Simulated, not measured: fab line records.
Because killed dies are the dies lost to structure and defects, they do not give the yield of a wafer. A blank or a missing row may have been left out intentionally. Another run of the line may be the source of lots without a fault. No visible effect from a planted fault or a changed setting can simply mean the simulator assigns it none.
Which tool is to blame? | flow nandHarc | Sampling: 6 lots, 16 wafers, 2 of 1302 route steps

WHAT THE GAUGES READ, wafer by wafer
NHARC_P_GATE_INSPECT_28.
lot  | measured     | on               | rawDefectCount
L593 | day 5 16:32  | defectInspect-01 | 11 9 2
L598 | day 9 05:30  | defectInspect-02 | 8 7 6
L603 | day 9 19:28  | defectInspect-02 | 5 7
L604 | day 10 22:41 | defectInspect-01 | 11 6
L609 | day 12 17:17 | defectInspect-01 | 9 2 13
L613 | day 14 08:37 | defectInspect-02 | 3 5 13

TOOL THAT RAN EACH LOT (tool first, then ch and the chambers of the sampled wafers, then the start)
lot  | NHARC_P_GATE_HM_DEP_102
L593 | aclDep-01 ch 0, day 5 15:10
L598 | aclDep-02 ch 0, day 9 04:01
L603 | aclDep-02 ch 0, day 9 18:06
L604 | aclDep-01 ch 0, day 10 20:59
L609 | aclDep-02 ch 0, day 12 15:50
L613 | aclDep-03 ch 0, day 14 07:29
- NHARC_P_GATE_HM_DEP_102: deposits aC, target thk 120 nm.

THE ANSWER, worked out from the rows above alone
Rule: what is usual is taken from the lots themselves. Put in order of their means at a reading, lots are off if they are a third of the lots or fewer, leave a main group of 4 or more, and stand apart from it by a gap of 3 or more times the standard deviation of the main group's means; of several such gaps the widest counts. The tables above print the reading to a certain number of digits; a main group whose means all agree to those digits is not used. A lot without any number at a reading at which 4 lots or more have one is off too. The other lots that the step has rows for count as sound.
Across all readings shown, no lot is off: no conclusion can be drawn from this.

WHAT WAS PUT IN BY THE SIMULATOR
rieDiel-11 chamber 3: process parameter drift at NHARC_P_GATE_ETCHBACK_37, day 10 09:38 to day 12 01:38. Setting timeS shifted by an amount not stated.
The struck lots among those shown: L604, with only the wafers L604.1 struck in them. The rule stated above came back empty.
